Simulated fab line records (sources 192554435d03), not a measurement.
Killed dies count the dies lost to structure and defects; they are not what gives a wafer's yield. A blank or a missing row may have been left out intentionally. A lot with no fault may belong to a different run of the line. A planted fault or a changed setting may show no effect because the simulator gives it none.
3 desks, one fault ; flow n5_finfet ; only its own numbers are on each desk; what lay behind them is given at the end

## FROM THE METROLOGY DESK
What the gauges read, lot by lot, whatever tool the lot ran on: means of the sampled wafers that have a number. Marked OUT: a lot whose mean sits more than 4 standard deviations from the usual mean, which makes it out of limits; the brackets give that distance.
Columns: A = cd_nm at N5_BEOL_M11_CD_MEAS_11, usual 64.0 nm
lot;first seen here;A
L406;day 10 21:11;63.6
L408;day 11 05:22;63.7
L409;day 11 13:52;63.9
L410;day 11 23:04;63.8
L412;day 12 06:11;64.2
L415;day 12 20:09;64.2
L414;day 13 02:37;64.3
L416;day 13 14:43;64.3
L417;day 13 19:21;64.1
L422;day 14 14:01;65.0
L426;day 15 07:08;63.6
L425;day 15 10:41;64.9
L427;day 16 06:22;63.9
This desk's finding: nothing out of limits on any of the 13 lots.

## THE DEFECT DESK
Inspection counts along the route, by lot: the mean over sampled wafers that carry a number. Marked OUT: a lot whose mean sits more than 4 standard deviations from the usual mean, which makes it out of limits; the brackets give that distance.
Columns: A = raw_defect_count at N5_BEOL_M10_INSPECT_58, usual 76
lot;first seen here;A
L406;day 10 19:58;52
L408;day 11 03:55;69
L409;day 11 11:03;52
L410;day 11 20:25;94
L412;day 12 03:54;59
L415;day 12 16:50;61
L414;day 13 00:29;83
L416;day 13 10:25;62
L417;day 13 18:01;74
L422;day 14 11:23;81
L426;day 15 05:53;68
L425;day 15 07:29;103
L427;day 16 03:04;111
This desk's finding: nothing out of limits on any of the 13 lots.

## THE TOOL OWNER'S DESK: litho_track-01
The tool's own readings at N5_BEOL_M11_COAT_05 (resist thk 90 nm): means of the sampled wafers that have a number, for each lot that ran on this tool. Marked OUT: a lot whose mean sits more than 4 standard deviations from the usual mean, which makes it out of limits; the brackets give that distance.
Columns: A = spin_speed_rpm at N5_BEOL_M11_COAT_05, usual 1500.1 rpm
lot;first seen here;A
L416;day 13 14:28;1499.6
L422;day 14 13:46;2058.5 (+99 or more) OUT
L425;day 15 10:28;2058.7 (+99 or more) OUT
This desk's verdict: out of limits on L422, L425, starting with L422 at day 14 13:46 (spin_speed_rpm at N5_BEOL_M11_COAT_05). L416 stayed within limits.

## ALL TOGETHER
On L422, L425, at day 14 13:46, an alarm was possible from the tool owner's desk.
At the metrology desk, nothing out of limits was observed.
No out-of-limits result turned up at the defect desk.
The metrology desk has L422, L425 on record, within its limits.
The defect desk has L422, L425 on record, within its limits.
N5_BEOL_M11_COAT_05 was run on litho_track-01 by each of the lots named.

## WHAT WAS PUT IN BY THE SIMULATOR
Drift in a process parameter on litho_track-01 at N5_BEOL_M11_COAT_05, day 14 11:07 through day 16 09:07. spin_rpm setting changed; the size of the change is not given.
Shown lots that were struck: L422, L425.
How many hours passed from the start of the fault until each desk's first out-of-limits reading: the tool owner's desk, 3.
